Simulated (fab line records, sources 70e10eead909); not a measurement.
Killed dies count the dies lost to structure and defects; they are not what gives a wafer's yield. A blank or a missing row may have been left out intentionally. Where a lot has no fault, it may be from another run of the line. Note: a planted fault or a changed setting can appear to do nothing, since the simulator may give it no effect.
Which of the tools did it?    flow nandHarc    36 wafers from 12 lots sampled at 4 of the route's 1302 steps

== WHAT EACH GAUGE READ, for each wafer ==
NHARC_A_CHANNEL_FILL_D1_THK_MEAS_06: measures by ellipsometry.
lot   measured      on            thkNm (nm)
L075  day 10 22:16  filmMetro-01  5.2 4.9 5.0
L078  day 11 22:48  filmMetro-02  6.4 4.9 5.5
L079  day 12 17:26  filmMetro-02  2.7 6.3 4.1
L080  day 13 01:08  filmMetro-01  6.6 6.1 3.4
L083  day 14 05:06  filmMetro-02  6.0 4.7 4.0
L085  day 15 02:59  filmMetro-01  3.6 3.4 6.3
L087  day 16 06:59  filmMetro-01  5.7 5.7 5.7
L089  day 16 15:11  filmMetro-01  6.1 5.0 4.1
L091  day 17 10:12  filmMetro-02  5.1 4.7 4.9
L093  day 18 11:32  filmMetro-01  5.4 4.2 5.6
L095  day 19 08:31  filmMetro-01  4.6 4.5 2.6
L097  day 19 21:03  filmMetro-01  5.0 5.1 5.5

== TOOL THAT RAN EACH LOT (tool first, then ch and the chambers of the sampled wafers, then the start) ==
lot   NHARC_P_BONDPAD_PVD_17                  NHARC_A_CHANNEL_HOLE_D1_ETCH_39               NHARC_A_CHANNEL_FILL_D1_ALD_03
L075  pvdSputter-01, day 10 22:16 or earlier  rieDiel-04 ch 0,1, day 10 22:16 or earlier    aldSinBatch-03 ch 0, day 10 22:16 or earlier
L078  pvdSputter-02, day 11 22:48 or earlier  rieDiel-03 ch 0,3, day 11 22:48 or earlier    aldSinBatch-03 ch 0, day 11 22:48 or earlier
L079  pvdSputter-02, day 12 17:26 or earlier  rieDiel-06 ch 1,2, day 12 17:26 or earlier    aldSinBatch-01 ch 0, day 12 17:26 or earlier
L080  pvdSputter-02, day 13 01:08 or earlier  rieDiel-06 ch 1,3, day 13 01:08 or earlier    aldSinBatch-02 ch 0, day 13 01:08 or earlier
L083  pvdSputter-03, day 14 05:06 or earlier  rieDiel-06 ch 0,2, day 14 05:06 or earlier    aldSinBatch-03 ch 0, day 14 05:06 or earlier
L085  pvdSputter-03, day 15 02:59 or earlier  rieDiel-06 ch 1,2, day 15 02:59 or earlier    aldSinBatch-01 ch 0, day 15 02:59 or earlier
L087  pvdSputter-01, day 16 06:59 or earlier  rieDiel-03 ch 1,2,3, day 16 06:59 or earlier  aldSinBatch-03 ch 0, day 16 06:59 or earlier
L089  pvdSputter-01, day 16 15:11 or earlier  rieDiel-03 ch 0,2,3, day 16 15:11 or earlier  aldSinBatch-02 ch 0, day 16 15:11 or earlier
L091  pvdSputter-01, day 17 10:12 or earlier  rieDiel-03 ch 2,3, day 17 10:12 or earlier    aldSinBatch-01 ch 0, day 17 10:12 or earlier
L093  pvdSputter-03, day 18 11:32 or earlier  rieDiel-03 ch 0,1, day 18 11:32 or earlier    aldSinBatch-01 ch 0, day 18 11:32 or earlier
L095  pvdSputter-02, day 19 08:31 or earlier  rieDiel-03 ch 0,2,3, day 19 08:31 or earlier  aldSinBatch-03 ch 0, day 19 08:31 or earlier
L097  pvdSputter-02, day 19 21:03 or earlier  rieDiel-03 ch 0,2,3, day 19 21:03 or earlier  aldSinBatch-03 ch 0, day 19 21:03 or earlier
- NHARC_P_BONDPAD_PVD_17: deposits TaN, target thk 5 nm, time 8.06 s.
- NHARC_A_CHANNEL_HOLE_D1_ETCH_39: etches the open film in N2/H2, target depth 260 nm, time 325 s.
- NHARC_A_CHANNEL_FILL_D1_ALD_03: deposits SiNx, target thk 6 nm, pulse time 60 s, ald cycles 58.

== THE ANSWER, worked out from the rows above alone ==
Rule: what is usual is taken from the lots themselves. Put in order of their means at a reading, lots are off if they are a third of the lots or fewer, leave a main group of 4 or more, and stand apart from it by a gap of 3 or more times the standard deviation of the main group's means; of several such gaps the widest counts. The tables above print the reading to a certain number of digits; a main group whose means all agree to those digits is not used. A lot without any number at a reading at which 4 lots or more have one is off too. All remaining lots with rows at the step are treated as sound.
None of the lots is off at any reading shown; this tells nothing.

== WHAT THE SIMULATOR HAD INSERTED ==
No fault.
